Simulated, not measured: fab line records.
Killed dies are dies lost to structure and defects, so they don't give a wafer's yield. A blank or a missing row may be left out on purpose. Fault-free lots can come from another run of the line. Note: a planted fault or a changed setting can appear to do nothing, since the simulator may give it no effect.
fab line records -- flow n5_finfet
record lots=10, wafers=28, last_day=18
route steps=1938 shown WELL_APT@40 PMOS_HMC_CHANNEL_EPI@65 BEOL_M4@1111 PASSIVATION@1936
lots that met no fault: from a run of the same line without faults
start_h: hours from the record's opening day to when the first of the lot's shown wafers began -- wait_h: hours since the lot's step before -- " identical to the entry in the row above -- L1.1+2: a single row standing in for several wafers -- - value missing, or start not given -- * or withheld: withheld -- < > ~ a bound
route shown NAME@n: NAME is a module with steps in the file, n the number in the route of the first one -- usual: mean/standard deviation of fault-free wafers -- same: alike in all rows -- chamber/n: place in a boat -- sites: readings site by site -- _std_site: standard deviation across them -- _edge_site: mean of outer sites minus mean of inner sites -- radius_mm: for every site, how far away it sits from the centre of the wafer -- mask NAME#n: copy n -- behind: the last tool/chamber to shape the wafer -- hold: why the lot went on hold/how many hours it stayed there/how the hold came to an end -- device: which transistor (n, p or np) failed to switch -- end of line: the tests these same wafers got at the end of their route -- for a step that has no rows: nothing shown but its recipe -- killed: dies lost to structure and defects at the first sort, not the wafer's yield -- map: dies across one wafer; x = killed, . = not, _ = none there
set.NAME: the setting the step ran with; set.NAME@STEP: the setting that earlier step ran with -- model.NAME: the simulator's own value behind a step, which no gauge read
steps of the route over a sample of lots; a table a step, a row a wafer
services: when a tool's chamber went out of use (start_h, in hours from the record's first day, below 0 if earlier), for how many hours, and the reason
## steps
# step N5_WELL_APT_PEB_23
# recipe peb_temp_c=130, peb_time_s=90
lot.wafer,tool,chamber,start_h,wait_h
L836.2+5+6,litho_track-05,0,14.97,0.0
L837.2+4+5,litho_track-03,0,20.66,0.0
L838.2+4+6,litho_track-05,0,27.33,0.0
L839.2+3+6,litho_track-04,0,33.16,0.0
L841.1+4+5,litho_track-05,0,44.96,0.1
L844.3+5,litho_track-03,0,63.00,0.0
L848.2+5+6,litho_track-03,0,86.57,0.0
L849.3+5,litho_track-03,0,92.97,0.0
L854.1+3+5,litho_track-04,0,122.92,0.1
L856.1+2+5,litho_track-05,0,134.71,0.1
# step N5_WELL_APT_CD_MEAS_25
# recipe target_cd_nm=200, landing_energy_ev=500, detector=se_inlens
# usual cd_nm=200.8/1.9
# same landing_energy_ev=500
lot.wafer,tool,chamber,start_h,wait_h,cd_nm
L836.2,cd_sem-03,0,15.09,-,199.6
L836.5,cd_sem-03,0,15.09,-,198.7
L836.6,cd_sem-03,0,15.09,-,201.6
L837.2,cd_sem-03,0,20.77,-,205.1
L837.4,cd_sem-03,0,20.77,-,203.1
L837.5,cd_sem-03,0,20.77,-,200.8
L838.2,cd_sem-02,0,27.45,-,200.7
L838.4,cd_sem-02,0,27.45,-,200.8
L838.6,cd_sem-02,0,27.45,-,202.2
L839.2,cd_sem-02,0,33.27,-,200.3
L839.3,cd_sem-02,0,33.27,-,200.2
L839.6,cd_sem-02,0,33.27,-,201.5
L841.1,cd_sem-03,0,45.08,-,200.8
L841.4,cd_sem-03,0,45.08,-,201.7
L841.5,cd_sem-03,0,45.08,-,201.2
L844.3,cd_sem-02,0,63.12,-,208.7
L844.5,cd_sem-02,0,63.12,-,198.9
L848.2,cd_sem-03,0,86.68,-,210.6
L848.5,cd_sem-03,0,86.68,-,200.3
L848.6,cd_sem-03,0,86.68,-,202.6
L849.3,cd_sem-01,0,93.09,-,207.3
L849.5,cd_sem-01,0,93.09,-,200.1
L854.1,cd_sem-03,0,123.03,-,202.3
L854.3,cd_sem-03,0,123.03,-,200.0
L854.5,cd_sem-03,0,123.03,-,201.0
L856.1,cd_sem-01,0,134.82,-,198.4
L856.2,cd_sem-01,0,134.82,-,200.7
L856.5,cd_sem-01,0,134.82,-,201.4
# step N5_PMOS_HMC_CHANNEL_EPI_CD_MEAS_09
# recipe target_cd_nm=237.4, landing_energy_ev=500, detector=se_inlens
# usual cd_nm=237.4/0.98
# same landing_energy_ev=500
lot.wafer,tool,chamber,start_h,wait_h,cd_nm
L836.2,cd_sem-02,0,17.35,-,236.9
L836.5,cd_sem-02,0,17.35,-,238.8
L836.6,cd_sem-02,0,17.35,-,238.5
L837.2,cd_sem-01,0,23.32,-,238.8
L837.4,cd_sem-01,0,23.32,-,240.0
L837.5,cd_sem-01,0,23.32,-,239.6
L838.2,cd_sem-03,0,30.12,-,237.8
L838.4,cd_sem-03,0,30.12,-,237.4
L838.6,cd_sem-03,0,30.12,-,237.1
L839.2,cd_sem-02,0,35.52,-,236.9
L839.3,cd_sem-02,0,35.52,-,236.8
L839.6,cd_sem-02,0,35.52,-,236.2
L841.1,cd_sem-02,0,47.16,-,236.2
L841.4,cd_sem-02,0,47.16,-,237.3
L841.5,cd_sem-02,0,47.16,-,237.2
L844.3,cd_sem-02,0,65.29,-,237.2
L844.5,cd_sem-02,0,65.29,-,237.8
L848.2,cd_sem-03,0,89.33,-,237.2
L848.5,cd_sem-03,0,89.33,-,239.2
L848.6,cd_sem-03,0,89.33,-,239.3
L849.3,cd_sem-01,0,95.26,-,239.0
L849.5,cd_sem-01,0,95.26,-,236.9
L854.1,cd_sem-02,0,125.58,-,236.2
L854.3,cd_sem-02,0,125.58,-,237.2
L854.5,cd_sem-02,0,125.58,-,238.0
L856.1,cd_sem-01,0,137.40,-,237.2
L856.2,cd_sem-01,0,137.40,-,237.9
L856.5,cd_sem-01,0,137.40,-,238.1
# step N5_PMOS_HMC_CHANNEL_EPI_OVL_MEAS_10
# recipe points_per_wafer=44
# usual PMOS_HMC_BLK_OVL=0.1/0.76
lot.wafer,tool,chamber,start_h,wait_h,PMOS_HMC_BLK_OVL[nm]
L836.2,overlay-01,0,17.38,0.0,0.4
L836.5,overlay-01,0,17.38,0.0,-0.2
L836.6,overlay-01,0,17.38,0.0,0.1
L837.2,overlay-02,0,23.35,0.0,1.2
L837.4,overlay-02,0,23.35,0.0,1.1
L837.5,overlay-02,0,23.35,0.0,0.3
L838.2,overlay-01,0,30.15,0.0,-0.1
L838.4,overlay-01,0,30.15,0.0,-0.5
L838.6,overlay-01,0,30.15,0.0,-0.4
L839.2,overlay-02,0,35.55,0.0,0.4
L839.3,overlay-02,0,35.55,0.0,-0.7
L839.6,overlay-02,0,35.55,0.0,0.2
L841.1,overlay-02,0,47.19,0.0,-0.5
L841.4,overlay-02,0,47.19,0.0,0.5
L841.5,overlay-02,0,47.19,0.0,-0.6
L844.3,overlay-02,0,65.32,0.0,-0.3
L844.5,overlay-02,0,65.32,0.0,0.0
L848.2,overlay-02,0,89.36,0.0,1.0
L848.5,overlay-02,0,89.36,0.0,0.2
L848.6,overlay-02,0,89.36,0.0,1.1
L849.3,overlay-01,0,95.29,0.0,-0.7
L849.5,overlay-01,0,95.29,0.0,-0.7
L854.1,overlay-02,0,125.61,0.0,0.4
L854.3,overlay-02,0,125.61,0.0,1.3
L854.5,overlay-02,0,125.61,0.0,0.9
L856.1,overlay-01,0,137.43,0.0,1.2
L856.2,overlay-01,0,137.43,0.0,0.6
L856.5,overlay-01,0,137.43,0.0,1.0
# step N5_PMOS_HMC_CHANNEL_EPI_ETCH_32
# recipe chemistry=N2/H2, target=BARC, stop_on=SiO2, target_depth_a=858, over_etch_frac=0.3, time_s=50.3, ion_energy_ev=200, mask_material=CAR-ArF-block, pressure_mtorr=30, source_w=840, bias_w=150, n2_flow_sccm=200, h2_flow_sccm=200
# usual drypump_motor_current_A=5.5/0.57, oes_product_au=0.69/0.065, rf_vpp_V=524.1/2.4, showerhead_plenum_p_Torr=2.55/0.077, throttle_valve_pct=17.89/0.25
lot.wafer,tool,chamber,start_h,wait_h,drypump_motor_current_A,oes_product_au,rf_hours_counter_h,rf_vpp_V,showerhead_plenum_p_Torr,throttle_valve_pct
L836.2,rie_diel-03,3,17.84,0.0,4.7,0.70,84,521.6,2.47,17.97
L836.5,rie_diel-03,0,17.84,0.0,5.5,0.62,-,526.4,2.63,18.14
L836.6,rie_diel-03,2,17.84,0.0,5.1,0.73,-,525.7,2.60,17.83
L837.2,rie_diel-01,0,23.44,0.0,6.1,0.64,126,524.0,2.56,17.99
L837.4,rie_diel-01,3,23.44,0.0,6.2,0.59,247,522.9,2.49,17.73
L837.5,rie_diel-01,1,23.44,0.0,5.8,0.65,-,520.8,2.45,17.99
L838.2,rie_diel-03,0,30.24,0.0,5.5,0.61,229,526.4,2.63,18.14
L838.4,rie_diel-03,1,30.24,0.0,5.0,0.74,50,520.5,2.48,18.03
L838.6,rie_diel-03,3,30.24,0.0,4.7,0.69,-,521.1,2.47,17.95
L839.2,rie_diel-03,1,35.93,0.0,5.0,0.74,51,521.1,2.48,18.03
L839.3,rie_diel-03,0,35.93,0.0,5.4,0.61,231,525.1,2.63,18.15
L839.6,rie_diel-03,0,35.93,0.0,5.5,0.61,-,524.1,2.63,18.14
L841.1,rie_diel-03,2,47.28,0.0,5.1,0.73,49,525.4,2.60,17.82
L841.4,rie_diel-03,3,47.28,0.0,4.7,0.68,94,522.6,2.46,17.97
L841.5,rie_diel-03,3,47.28,0.0,4.7,0.69,-,521.3,2.46,17.99
L844.3,rie_diel-01,1,65.47,0.0,5.8,0.63,158,521.9,2.45,18.02
L844.5,rie_diel-01,2,65.47,0.0,5.9,0.72,-,527.8,2.68,17.73
L848.2,rie_diel-01,0,89.45,0.0,6.1,0.63,148,523.9,2.55,18.02
L848.5,rie_diel-01,1,89.45,0.0,5.8,0.63,-,518.8,2.44,18.04
L848.6,rie_diel-01,2,89.45,0.0,5.9,0.71,-,528.0,2.68,17.75
L849.3,rie_diel-06,0,95.63,0.0,6.6,0.84,5,525.9,2.62,17.34
L849.5,rie_diel-06,2,95.63,0.0,6.0,0.66,-,528.7,2.66,17.81
L854.1,rie_diel-03,1,125.85,0.0,5.0,0.71,80,522.2,2.47,18.06
L854.3,rie_diel-03,3,125.85,0.0,4.7,0.67,116,522.4,2.45,18.04
L854.5,rie_diel-03,1,125.85,0.0,5.0,0.71,-,520.8,2.47,18.07
L856.1,rie_diel-03,2,137.64,0.0,5.1,0.70,78,525.0,2.59,17.88
L856.2,rie_diel-03,1,137.64,0.0,5.0,0.71,85,521.0,2.47,18.08
L856.5,rie_diel-03,0,137.64,0.0,5.5,0.84,-,524.7,2.62,17.72
# step N5_BEOL_M4_RC_MEAS_101
# usual DIBL_N=36.6/1.9, DIBL_P=36.7/2.2, IOFF_N=0.16/0.035, IOFF_P=0.22/0.038, ION_N=672/14, ION_P=462/8.3, SS_N=71.6/0.65, SS_P=73.5/0.72, VT_N=250/3.5, VT_P=-250/3.1
lot.wafer,tool,chamber,start_h,wait_h,DIBL_N[mV/V],DIBL_P[mV/V],IOFF_N[nA/um],IOFF_P[nA/um],ION_N[uA/um],ION_P[uA/um],SS_N[mV/dec],SS_P[mV/dec],VT_N[mV],VT_P[mV]
L837.2,prober-02,0,202.64,0.2,37.8,36.2,0.15,0.21,666,459,71.6,72.7,250,-249
L837.4,prober-02,0,202.64,0.2,42.0,40.1,0.27,0.27,682,458,73.9,74.7,245,-249
L837.5,prober-02,0,202.64,0.2,34.8,33.9,0.13,0.18,680,468,71.1,72.6,252,-251
L836.2,prober-01,0,203.17,0.2,39.2,40.5,0.22,0.34,686,483,71.1,74.5,243,-239
L836.5,prober-01,0,203.17,0.2,37.5,39.0,0.17,0.29,677,471,71.0,73.9,247,-244
L836.6,prober-01,0,203.17,0.2,33.2,32.6,0.10,0.18,646,455,69.9,72.5,255,-252
L839.2,prober-02,0,213.24,0.2,35.1,35.1,0.14,0.18,679,466,71.7,72.6,252,-252
L839.3,prober-02,0,213.24,0.2,36.8,37.9,0.16,0.22,668,460,71.1,74.0,253,-251
L839.6,prober-02,0,213.24,0.2,35.6,36.8,0.15,0.21,680,469,70.9,72.8,250,-249
L838.2,prober-02,0,218.38,0.2,37.3,37.3,0.16,0.25,690,480,71.2,73.6,248,-247
L838.4,prober-02,0,218.38,0.2,33.2,32.7,0.11,0.18,685,474,70.0,72.5,253,-250
L838.6,prober-02,0,218.38,0.2,34.2,34.5,0.13,0.20,676,477,70.5,72.5,251,-249
L841.1,prober-02,0,222.91,0.0,35.6,35.6,0.12,0.20,653,462,71.6,72.9,255,-250
L841.4,prober-02,0,222.91,0.0,37.4,37.6,0.16,0.22,651,448,72.3,73.5,252,-251
L841.5,prober-02,0,222.91,0.0,34.8,36.4,0.13,0.21,661,462,70.8,73.2,253,-248
L844.3,prober-01,0,238.77,0.3,36.2,36.5,0.14,0.21,674,459,71.4,73.3,256,-252
L844.5,prober-01,0,238.77,0.3,36.9,37.1,0.16,0.23,673,467,71.7,74.2,251,-245
L848.2,prober-01,0,257.68,0.2,39.4,38.3,0.19,0.29,660,458,72.1,74.2,249,-245
L848.5,prober-01,0,257.68,0.2,37.4,34.6,0.15,0.22,660,462,71.8,73.2,252,-248
L848.6,prober-01,0,257.68,0.2,37.5,36.3,0.16,0.26,674,468,72.5,73.5,251,-248
L849.3,prober-01,0,272.23,0.3,34.7,34.2,0.13,0.18,677,462,71.1,73.0,253,-253
L849.5,prober-01,0,272.23,0.3,33.3,32.9,0.11,0.16,656,459,70.9,72.7,254,-254
L854.1,prober-02,0,301.59,0.0,38.5,37.6,0.19,0.21,674,453,72.4,74.1,246,-251
L854.3,prober-02,0,301.59,0.0,39.1,38.6,0.21,0.23,693,471,72.5,74.6,247,-252
L854.5,prober-02,0,301.59,0.0,37.1,36.5,0.17,0.20,686,466,71.5,73.9,246,-253
L856.1,prober-01,0,319.10,0.0,37.4,38.4,0.16,0.22,678,468,71.0,74.4,251,-249
L856.2,prober-01,0,319.10,0.0,37.4,38.9,0.17,0.25,667,455,71.4,73.9,253,-247
L856.5,prober-01,0,319.10,0.0,38.9,38.7,0.18,0.24,654,452,72.4,74.9,254,-249
# step N5_PASSIVATION_PROBE_49
# usual defect_limited_yield=91.6/1.4, killed_at_M0_to_M3=35/10, killed_at_M4_up=13/4.8, killed_at_contacts=12/7.2, killed_at_front_end=36/12, killed_at_other=4/3.1, killed_dies=100/17, killed_open=66/13, killed_short=32/7.3, sort_bin_4_leakage=0.00/0.0099, sort_bin_5_function=5.0/0.94, sort_bin_6_memory=3.1/0.67, sort_bin_8_speed=0.01/0.047, sort_n_pass=1080/17
# same gross_dies=1180, killed_at_back_side=0
lot.wafer,tool,chamber,start_h,wait_h,defect_limited_yield[%],killed_at_M0_to_M3,killed_at_M4_up,killed_at_contacts,killed_at_front_end,killed_at_other,killed_dies,killed_open,killed_short,sort_bin_4_leakage[%],sort_bin_5_function[%],sort_bin_6_memory[%],sort_bin_8_speed[%],sort_n_pass
L837.2,prober-02,-,311.78,0.1,91.5,43,11,20,24,2,100,64,36,0,4.5,3.4,0,1080
L837.4,prober-02,-,311.88,0.2,90.9,47,14,8,35,3,107,69,38,0.08,5.3,3.7,0,1072
L837.5,prober-02,-,311.93,0.2,89.5,60,16,15,31,2,124,69,51,0,6.3,3.7,0,1056
L836.2,prober-01,-,317.24,0.1,91.8,38,8,12,35,4,97,59,38,0,4.1,3.6,0,1083
L836.5,prober-01,-,317.39,0.2,91.0,41,14,16,35,0,106,76,30,0,5.5,3.5,0,1074
L836.6,prober-01,-,317.44,0.3,93.1,40,3,11,28,0,82,51,31,0,4.9,1.7,0.08,1097
L839.2,prober-02,-,323.42,0.1,89.7,52,14,11,42,2,121,90,30,0,6.8,3.2,0,1059
L839.3,prober-02,-,323.47,0.1,89.9,59,7,10,41,2,119,78,40,0,6.4,3.3,0,1061
L839.6,prober-02,-,323.62,0.3,91.1,38,12,13,39,3,105,71,33,0,5.5,3.1,0,1075
L838.2,prober-01,-,347.66,0.1,92.7,40,7,12,25,2,86,55,30,0,4.6,2.4,0,1094
L838.4,prober-01,-,347.76,0.2,92.7,28,12,9,33,4,86,55,31,0,4.7,2.5,0,1094
L838.6,prober-01,-,347.86,0.3,90.3,46,14,4,49,2,115,79,35,0,5.8,3.8,0,1065
L841.1,prober-02,-,356.02,0.0,93.2,34,6,17,18,5,80,43,36,0,4.2,2.4,0,1100
L841.4,prober-02,-,356.17,0.2,90.9,38,14,24,24,7,107,64,43,0,5.2,3.2,0,1073
L841.5,prober-02,-,356.22,0.2,89.7,38,11,35,31,6,121,82,38,0,5.7,4.3,0,1059
L844.3,prober-02,-,371.47,0.1,91.0,27,16,12,50,1,106,78,26,0,4.9,3.6,0,1074
L844.5,prober-02,-,371.57,0.2,89.7,34,20,10,52,6,122,88,32,0,5.6,4.4,0,1058
L848.2,prober-02,-,377.10,0.4,91.6,46,14,7,26,6,99,62,36,0,5.0,3.2,0,1081
L848.5,prober-02,-,377.25,0.5,91.5,42,15,4,38,1,100,59,40,0,5.3,2.6,0,1080
L848.6,prober-02,-,377.30,0.6,92.6,42,9,4,28,4,87,61,26,0,4.2,3.1,0,1093
L849.3,prober-01,-,389.11,0.1,90.2,37,16,15,44,4,116,74,37,0,5.8,3.4,0.17,1064
L849.5,prober-01,-,389.21,0.2,91.3,47,18,7,24,7,103,68,33,0,5.4,3.0,0,1077
L854.1,prober-02,-,427.98,0.0,92.2,28,12,5,44,3,92,61,30,0,5.2,2.0,0,1088
L854.3,prober-02,-,428.08,0.1,92.0,37,16,13,25,3,94,61,33,0,4.9,2.7,0,1086
L854.5,prober-02,-,428.18,0.2,91.1,23,20,4,56,2,105,80,25,0,5.7,3.1,0,1075
L856.1,prober-02,-,438.54,0.0,94.6,23,9,6,25,1,64,44,20,0,3.0,1.9,0,1116
L856.2,prober-02,-,438.59,0.1,93.5,35,10,11,19,2,77,49,28,0,3.4,2.6,0,1103
L856.5,prober-02,-,438.74,0.2,92.8,38,9,5,31,2,85,56,29,0,3.4,3.6,0,1095
# killed by level:class
L837.2 MOL_CONTACT_COAG:geometric_particle:open=15 BEOL_M0_SAQP:geometric_particle:short=10 BEOL_M0_SAQP:geometric_particle:open=7 BEOL_M1:geometric_particle:open=7 BEOL_M2:geometric_particle:short=6 MOL_CONTACT_COAG:geometric_particle:short=5 BEOL_M3:geometric_particle:open=5 STARTING-WAFER:geometric_particle:open=5
L837.4 BEOL_M0_SAQP:geometric_particle:open=10 BEOL_M0_SAQP:geometric_particle:short=10 BEOL_M1:geometric_particle:open=9 FIN_SAQP:geometric_particle:open=8 MOL_CONTACT_COAG:geometric_particle:open=8 BEOL_M4:geometric_particle:open=7 FIN_SAQP:geometric_particle:short=6 BEOL_M2:geometric_particle:open=6
L837.5 FIN_SAQP:geometric_particle:short=18 BEOL_M2:geometric_particle:open=14 BEOL_M0_SAQP:geometric_particle:short=13 MOL_CONTACT_COAG:geometric_particle:open=13 BEOL_M3:geometric_particle:open=10 BEOL_M0_SAQP:geometric_particle:open=8 BEOL_M2:geometric_particle:short=7 FIN_SAQP:geometric_particle:open=5
L836.2 FIN_SAQP:geometric_particle:short=11 BEOL_M0_SAQP:geometric_particle:open=10 FIN_SAQP:geometric_particle:open=9 MOL_CONTACT_COAG:geometric_particle:open=9 BEOL_M0_SAQP:geometric_particle:short=7 BEOL_M3:geometric_particle:open=7 DUMMY_GATE:geometric_particle:open=4 BEOL_M2:geometric_particle:open=4
L836.5 MOL_CONTACT_COAG:geometric_particle:open=14 FIN_SAQP:geometric_particle:open=13 BEOL_M2:geometric_particle:open=8 BEOL_M1:geometric_particle:open=6 BEOL_M3:geometric_particle:open=6 BEOL_M0_SAQP:geometric_particle:open=6 BEOL_M5:geometric_particle:open=6 STARTING-WAFER:geometric_particle:short=6
L836.6 MOL_CONTACT_COAG:geometric_particle:open=9 BEOL_M0_SAQP:geometric_particle:short=9 BEOL_M0_SAQP:geometric_particle:open=7 STI_FIN_REVEAL:geometric_particle:open=6 GATE_CUT:geometric_particle:open=6 BEOL_M3:geometric_particle:open=6 FIN_SAQP:geometric_particle:short=5 BEOL_M3:geometric_particle:short=5
L839.2 BEOL_M3:geometric_particle:open=17 BEOL_M2:geometric_particle:open=13 FIN_SAQP:geometric_particle:open=10 MOL_CONTACT_COAG:geometric_particle:open=8 DUMMY_GATE:geometric_particle:open=6 BEOL_M1:geometric_particle:open=6 BEOL_M4:geometric_particle:open=5 BEOL_M6:geometric_particle:open=5
L839.3 BEOL_M3:geometric_particle:open=17 BEOL_M1:geometric_particle:open=14 FIN_SAQP:geometric_particle:open=8 BEOL_M2:geometric_particle:open=8 STI_FIN_REVEAL:geometric_particle:open=7 GATE_CUT:geometric_particle:short=7 MOL_CONTACT_COAG:geometric_particle:open=7 BEOL_M3:geometric_particle:short=5
L839.6 FIN_SAQP:geometric_particle:open=14 MOL_CONTACT_COAG:geometric_particle:open=9 FIN_SAQP:geometric_particle:short=7 BEOL_M4:geometric_particle:open=7 BEOL_M1:geometric_particle:open=6 BEOL_M2:geometric_particle:open=6 BEOL_M0_SAQP:geometric_particle:open=5 BEOL_M0_SAQP:geometric_particle:short=5
L838.2 BEOL_M3:geometric_particle:open=12 BEOL_M2:geometric_particle:open=9 BEOL_M0_SAQP:geometric_particle:short=8 MOL_CONTACT_COAG:geometric_particle:open=7 GATE_CUT:geometric_particle:short=6 FIN_SAQP:geometric_particle:open=5 MOL_CONTACT_COAG:geometric_particle:short=5 BEOL_M0:geometric_particle:open=4
L838.4 STI_FIN_REVEAL:geometric_particle:open=13 BEOL_M2:geometric_particle:open=9 MOL_CONTACT_COAG:geometric_particle:open=7 BEOL_M0_SAQP:geometric_particle:open=6 FIN_SAQP:geometric_particle:short=3 BEOL_M0_SAQP:geometric_particle:short=3 BEOL_M4:geometric_particle:open=3 BEOL_M1:geometric_particle:short=3
L838.6 BEOL_M0_SAQP:geometric_particle:open=15 GATE_CUT:geometric_particle:short=11 BEOL_M5:geometric_particle:open=10 BEOL_M3:geometric_particle:open=9 BEOL_M0_SAQP:geometric_particle:short=8 STI_FIN_REVEAL:geometric_particle:open=7 BEOL_M2:geometric_particle:open=7 FIN_SAQP:geometric_particle:open=5
L841.1 MOL_CONTACT_COAG:geometric_particle:open=12 BEOL_M0_SAQP:geometric_particle:open=9 BEOL_M0_SAQP:geometric_particle:short=9 BEOL_M2:geometric_particle:open=6 MOL_CONTACT_COAG:geometric_particle:short=5 BEOL_M2:geometric_particle:short=5 STI_FIN_REVEAL:geometric_particle:open=4 MIM_TOP:geometric_particle:short=4
L841.4 MOL_CONTACT_COAG:geometric_particle:open=17 BEOL_M0_SAQP:geometric_particle:open=13 BEOL_M0_SAQP:geometric_particle:short=9 BEOL_M2:geometric_particle:open=9 MOL_CONTACT_COAG:geometric_particle:short=7 STARTING-WAFER:geometric_particle:short=6 FIN_SAQP:geometric_particle:open=5 BEOL_M5:geometric_particle:short=5
L841.5 MOL_CONTACT_COAG:geometric_particle:open=25 STI_FIN_REVEAL:geometric_particle:open=19 BEOL_M0_SAQP:geometric_particle:open=11 MOL_CONTACT_COAG:geometric_particle:short=10 BEOL_M0_SAQP:geometric_particle:short=9 BEOL_M2:geometric_particle:open=7 BEOL_M1:geometric_particle:open=4 BEOL_M5:geometric_particle:open=4
L844.3 STI_FIN_REVEAL:geometric_particle:open=17 MOL_CONTACT_COAG:geometric_particle:open=10 BEOL_M2:geometric_particle:open=7 BEOL_M4:geometric_particle:open=7 FIN_SAQP:geometric_particle:short=6 FIN_SAQP:geometric_particle:open=6 DUMMY_GATE:geometric_particle:open=4 BEOL_M0:geometric_particle:open=4
L844.5 STI_FIN_REVEAL:geometric_particle:open=13 BEOL_M4:geometric_particle:open=12 DUMMY_GATE:geometric_particle:open=11 MOL_CONTACT_COAG:geometric_particle:open=9 BEOL_M1:geometric_particle:open=9 FIN_SAQP:geometric_particle:short=7 BEOL_M2:geometric_particle:short=6 FIN_SAQP:geometric_particle:open=5
L848.2 BEOL_M3:geometric_particle:open=14 BEOL_M0_SAQP:geometric_particle:short=13 BEOL_M0_SAQP:geometric_particle:open=10 BEOL_M4:geometric_particle:open=8 FIN_SAQP:geometric_particle:short=7 MOL_CONTACT_COAG:geometric_particle:open=6 FIN_SAQP:geometric_particle:open=5 BEOL_M3:geometric_particle:short=3
L848.5 BEOL_M0_SAQP:geometric_particle:short=13 FIN_SAQP:geometric_particle:short=10 BEOL_M4:geometric_particle:open=9 BEOL_M0_SAQP:geometric_particle:open=7 BEOL_M2:geometric_particle:open=7 FIN_SAQP:geometric_particle:open=6 BEOL_M0:geometric_particle:open=5 STARTING-WAFER:geometric_particle:open=5
L848.6 BEOL_M2:geometric_particle:open=19 ILD0:geometric_particle:short=6 BEOL_M0:geometric_particle:open=6 BEOL_M3:geometric_particle:open=6 DUMMY_GATE:geometric_particle:open=5 BEOL_M0_SAQP:geometric_particle:short=4 FIN_SAQP:geometric_particle:open=3 BEOL_M7:geometric_particle:open=3
L849.3 FIN_SAQP:geometric_particle:open=13 MOL_CONTACT_COAG:geometric_particle:open=10 FIN_SAQP:geometric_particle:short=8 BEOL_M1:geometric_particle:open=7 BEOL_M2:geometric_particle:open=7 STI_FIN_REVEAL:geometric_particle:open=6 BEOL_M0_SAQP:geometric_particle:short=6 BEOL_M3:geometric_particle:open=6
L849.5 BEOL_M0_SAQP:geometric_particle:open=14 BEOL_M0_SAQP:geometric_particle:short=10 FIN_SAQP:geometric_particle:short=8 BEOL_M1:geometric_particle:open=8 MOL_CONTACT_COAG:geometric_particle:open=6 STI_FIN_REVEAL:geometric_particle:open=5 BEOL_M2:geometric_particle:open=5 BEOL_M7:geometric_particle:open=5
L854.1 BEOL_M2:geometric_particle:open=12 STI_FIN_REVEAL:geometric_particle:open=10 GATE_CUT:geometric_particle:short=8 BEOL_M0_SAQP:geometric_particle:open=6 DUMMY_GATE:geometric_particle:open=5 FIN_SAQP:geometric_particle:short=4 MOL_CONTACT_COAG:geometric_particle:open=4 GATE_CUT:geometric_particle:open=4
L854.3 BEOL_M2:geometric_particle:open=10 MOL_CONTACT_COAG:geometric_particle:open=9 STI_FIN_REVEAL:geometric_particle:open=7 BEOL_M0_SAQP:geometric_particle:open=7 GATE_CUT:geometric_particle:short=5 BEOL_M4:geometric_particle:open=5 MOL_CONTACT_COAG:geometric_particle:short=4 BEOL_M0_SAQP:geometric_particle:short=4
L854.5 STI_FIN_REVEAL:geometric_particle:open=23 BEOL_M4:geometric_particle:open=12 FIN_SAQP:geometric_particle:open=11 BEOL_M0_SAQP:geometric_particle:open=7 STI_FIN_REVEAL:geometric_particle:short=5 GATE_CUT:geometric_particle:short=4 BEOL_M0_SAQP:geometric_particle:short=4 BEOL_M2:geometric_particle:open=4
L856.1 FIN_SAQP:geometric_particle:open=7 FIN_SAQP:geometric_particle:short=6 BEOL_M1:geometric_particle:open=6 MOL_CONTACT_COAG:geometric_particle:open=5 BEOL_M0_SAQP:geometric_particle:open=5 BEOL_M0_SAQP:geometric_particle:short=4 BEOL_M3:geometric_particle:open=3 BEOL_M7:geometric_particle:open=3
L856.2 BEOL_M0_SAQP:geometric_particle:open=11 MOL_CONTACT_COAG:geometric_particle:open=9 FIN_SAQP:geometric_particle:short=5 BEOL_M0_SAQP:geometric_particle:short=5 BEOL_M3:geometric_particle:open=5 BEOL_M2:geometric_particle:open=4 BEOL_M5:geometric_particle:open=4 FIN_SAQP:geometric_particle:open=3
L856.5 BEOL_M0_SAQP:geometric_particle:open=12 BEOL_M2:geometric_particle:open=8 FIN_SAQP:geometric_particle:short=8 BEOL_M0_SAQP:geometric_particle:short=7 FIN_SAQP:geometric_particle:open=4 DUMMY_GATE:geometric_particle:open=4 BEOL_M1:geometric_particle:open=4 BEOL_M5:geometric_particle:open=4
## services
tool,chamber,start_h,hours,kind
rie_diel-01,3,-8.11,13.5,repair
rie_diel-03,1,-2.29,21.7,repair
rie_diel-06,1,14.28,8.9,repair
rie_diel-06,3,14.45,3.5,repair
rie_diel-01,3,17.57,4.4,repair
rie_diel-03,2,21.29,4.4,repair
rie_diel-06,2,27.40,9.0,repair
rie_diel-01,3,32.68,-,clean
rie_diel-01,3,32.68,-,consumable_replace:focus_ring
rie_diel-01,3,32.68,18.8,scheduled_down
rie_diel-01,3,32.68,18.8,vent_cycle
litho_track-03,-,46.78,-,consumable_replace:filter
rie_diel-06,0,47.38,-,clean
rie_diel-06,0,47.38,-,consumable_replace:focus_ring
rie_diel-06,0,47.38,27.5,scheduled_down
rie_diel-06,0,47.38,27.5,vent_cycle
rie_diel-03,3,59.26,6.7,repair
litho_track-05,-,81.07,-,consumable_replace:filter
rie_diel-01,0,99.20,8.2,repair
rie_diel-03,0,99.56,-,clean
rie_diel-03,0,99.56,-,consumable_replace:focus_ring
rie_diel-03,0,99.56,32.6,scheduled_down
rie_diel-03,0,99.56,32.6,vent_cycle
rie_diel-01,1,103.86,16.6,repair
## key
first_sign step=N5_WELL_APT_CD_MEAS_25, reading=cd_nm, direction=up, sigmas=4.4, usual=200.8, struck=208.9
effect none on later readings
met_at N5_WELL_APT_PEB_23
struck_lots L844,L848,L849
struck_wafers L844.3,L848.2,L849.3
not_acting_at N5_PMOS_HMC_CHANNEL_EPI_CD_MEAS_09,N5_PMOS_HMC_CHANNEL_EPI_OVL_MEAS_10,N5_PMOS_HMC_CHANNEL_EPI_ETCH_32
onset_between 20.66 63.00
fault kind=process_parameter_drift, tool=litho_track-03, chamber=-, onset_h=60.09, steps=N5_WELL_APT_PEB_23, channel=peb_time_s, offset=*, shape=step, end_h=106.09, scope=struck_wafers_only, acts_in=*, stated=*
